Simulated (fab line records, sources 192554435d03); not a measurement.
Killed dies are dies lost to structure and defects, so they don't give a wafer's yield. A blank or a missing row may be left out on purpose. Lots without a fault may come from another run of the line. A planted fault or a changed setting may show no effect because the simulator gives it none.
Which tool did it? | flow n5_finfet | 24 lots, 72 wafers sampled, at 3 steps of a route of 1938

WHAT THE GAUGES READ, wafer by wafer
N5_BEOL_M1_INSPECT_59: inspects for defects (darkfield).
lot  | measured     | on                | raw_defect_count
L074 | day 6 15:01  | defect_inspect-01 | 53 84 77
L075 | day 6 17:01  | defect_inspect-02 | 74 51 47
L076 | day 6 23:22  | defect_inspect-02 | 61 56 56
L077 | day 7 19:25  | defect_inspect-02 | 78 49 39
L078 | day 8 00:02  | defect_inspect-02 | 74 54 58
L079 | day 8 05:04  | defect_inspect-01 | 50 72 68
L080 | day 8 05:08  | defect_inspect-02 | 42 47 52
L081 | day 8 08:38  | defect_inspect-01 | 47 51 31
L082 | day 8 11:31  | defect_inspect-02 | 35 76 52
L083 | day 8 14:26  | defect_inspect-01 | 35 58 60
L084 | day 9 11:29  | defect_inspect-01 | 102 79 89
L085 | day 9 13:41  | defect_inspect-02 | 69 43 52
L086 | day 9 15:35  | defect_inspect-02 | 74 50 84
L087 | day 10 01:15 | defect_inspect-01 | 37 61 56
L088 | day 10 03:56 | defect_inspect-01 | 87 73 66
L089 | day 10 09:20 | defect_inspect-02 | 65 72 55
L090 | day 10 09:27 | defect_inspect-01 | 60 88 69
L091 | day 10 22:39 | defect_inspect-02 | 73 100 56
L092 | day 11 00:42 | defect_inspect-02 | 48 42 104
L093 | day 11 03:40 | defect_inspect-01 | 58 57 102
L094 | day 12 00:02 | defect_inspect-02 | 56 42 34
L095 | day 12 00:39 | defect_inspect-01 | 40 61 90
L096 | day 12 04:49 | defect_inspect-02 | 67 77 44
L097 | day 12 11:29 | defect_inspect-02 | 55 41 97

WHICH TOOL RAN EACH LOT (tool, then ch and the chambers of the sampled wafers, then the start)
lot  | N5_BEOL_M1_PRE_CLEAN_45      | N5_BEOL_M1_ANNEAL_89
L074 | pvd_sputter-03, day 6 11:14  | pvd_sputter-02, day 6 13:05
L075 | pvd_sputter-02, day 6 12:01  | pvd_sputter-02, day 6 15:02
L076 | pvd_sputter-01, day 6 19:49  | pvd_sputter-03, day 6 21:29
L077 | pvd_sputter-03, day 7 15:04  | pvd_sputter-03, day 7 17:33
L078 | pvd_sputter-02, day 7 20:17  | pvd_sputter-02, day 7 22:10
L079 | pvd_sputter-02, day 8 01:27  | pvd_sputter-01, day 8 03:05
L080 | pvd_sputter-03, day 8 01:38  | pvd_sputter-02, day 8 03:15
L081 | pvd_sputter-02, day 8 04:34  | pvd_sputter-03, day 8 06:19
L082 | pvd_sputter-02, day 8 07:41  | pvd_sputter-02, day 8 09:37
L083 | pvd_sputter-02, day 8 10:59  | pvd_sputter-01, day 8 12:33
L084 | pvd_sputter-01, day 9 08:01  | pvd_sputter-02, day 9 09:37
L085 | pvd_sputter-01, day 9 10:06  | pvd_sputter-01, day 9 11:49
L086 | pvd_sputter-02, day 9 10:55  | pvd_sputter-03, day 9 13:40
L087 | pvd_sputter-02, day 9 21:04  | pvd_sputter-02, day 9 23:23
L088 | pvd_sputter-01, day 10 00:13 | pvd_sputter-02, day 10 02:04
L089 | pvd_sputter-02, day 10 05:54 | pvd_sputter-03, day 10 07:28
L090 | pvd_sputter-01, day 10 06:02 | pvd_sputter-02, day 10 07:35
L091 | pvd_sputter-01, day 10 18:34 | pvd_sputter-03, day 10 20:25
L092 | pvd_sputter-01, day 10 19:10 | pvd_sputter-01, day 10 22:43
L093 | pvd_sputter-02, day 10 23:59 | pvd_sputter-02, day 11 01:47
L094 | pvd_sputter-01, day 11 20:31 | pvd_sputter-02, day 11 22:09
L095 | pvd_sputter-03, day 11 20:57 | pvd_sputter-01, day 11 22:47
L096 | pvd_sputter-02, day 11 23:50 | pvd_sputter-03, day 12 02:51
L097 | pvd_sputter-02, day 12 07:37 | pvd_sputter-03, day 12 09:37
- N5_BEOL_M1_PRE_CLEAN_45: time 30 s.
- N5_BEOL_M1_ANNEAL_89: time 240 s.

WHAT THE TOOLS THEMSELVES READ (means of the sampled wafers that have a number; where no wafer has one, the mark that the record gives instead)
N5_BEOL_M1_PRE_CLEAN_45.
lot  | tool           | heater_power_w (W)
L074 | pvd_sputter-03 | 336
L075 | pvd_sputter-02 | 310
L076 | pvd_sputter-01 | 343
L077 | pvd_sputter-03 | 336
L078 | pvd_sputter-02 | 319
L079 | pvd_sputter-02 | 329
L080 | pvd_sputter-03 | 304
L081 | pvd_sputter-02 | 318
L082 | pvd_sputter-02 | 315
L083 | pvd_sputter-02 | 308
L084 | pvd_sputter-01 | 330
L085 | pvd_sputter-01 | 360
L086 | pvd_sputter-02 | 311
L087 | pvd_sputter-02 | 320
L088 | pvd_sputter-01 | 360
L089 | pvd_sputter-02 | 322
L090 | pvd_sputter-01 | 334
L091 | pvd_sputter-01 | 377
L092 | pvd_sputter-01 | 362
L093 | pvd_sputter-02 | 310
L094 | pvd_sputter-01 | 338
L095 | pvd_sputter-03 | 315
L096 | pvd_sputter-02 | 327
L097 | pvd_sputter-02 | 312

N5_BEOL_M1_ANNEAL_89.
lot  | tool           | heater_power_w (W)
L074 | pvd_sputter-02 | 803
L075 | pvd_sputter-02 | 772
L076 | pvd_sputter-03 | 778
L077 | pvd_sputter-03 | 850
L078 | pvd_sputter-02 | 789
L079 | pvd_sputter-01 | 894
L080 | pvd_sputter-02 | 770
L081 | pvd_sputter-03 | 835
L082 | pvd_sputter-02 | 828
L083 | pvd_sputter-01 | 848
L084 | pvd_sputter-02 | 788
L085 | pvd_sputter-01 | 860
L086 | pvd_sputter-03 | 748
L087 | pvd_sputter-02 | 830
L088 | pvd_sputter-02 | 779
L089 | pvd_sputter-03 | 758
L090 | pvd_sputter-02 | 817
L091 | pvd_sputter-03 | 797
L092 | pvd_sputter-01 | 834
L093 | pvd_sputter-02 | 762
L094 | pvd_sputter-02 | 757
L095 | pvd_sputter-01 | 963
L096 | pvd_sputter-03 | 737
L097 | pvd_sputter-03 | 754

THE ANSWER, worked out from the rows above alone
Rule: what is usual is taken from the lots themselves. Put in order of their means at a reading, lots are off if they are a third of the lots or fewer, leave a main group of 4 or more, and stand apart from it by a gap of 3 or more times the standard deviation of the main group's means; of several such gaps the widest counts. A main group whose means are all the same, to the digits that the tables above print for the reading, isn't used. A lot without any number at a reading at which 4 lots or more have one is off too. The other lots that the step has rows for count as sound. The gauges are gone through in route order, then the tools' own readings, and for those a lot's mean is taken as printed above. The first step at which some lot is off is used, and at that step the reading that is off furthest; a lot without a number counts as furthest.
No lot is off at any reading shown: from this, nothing can be told.

WHAT THE SIMULATOR HAD PUT IN
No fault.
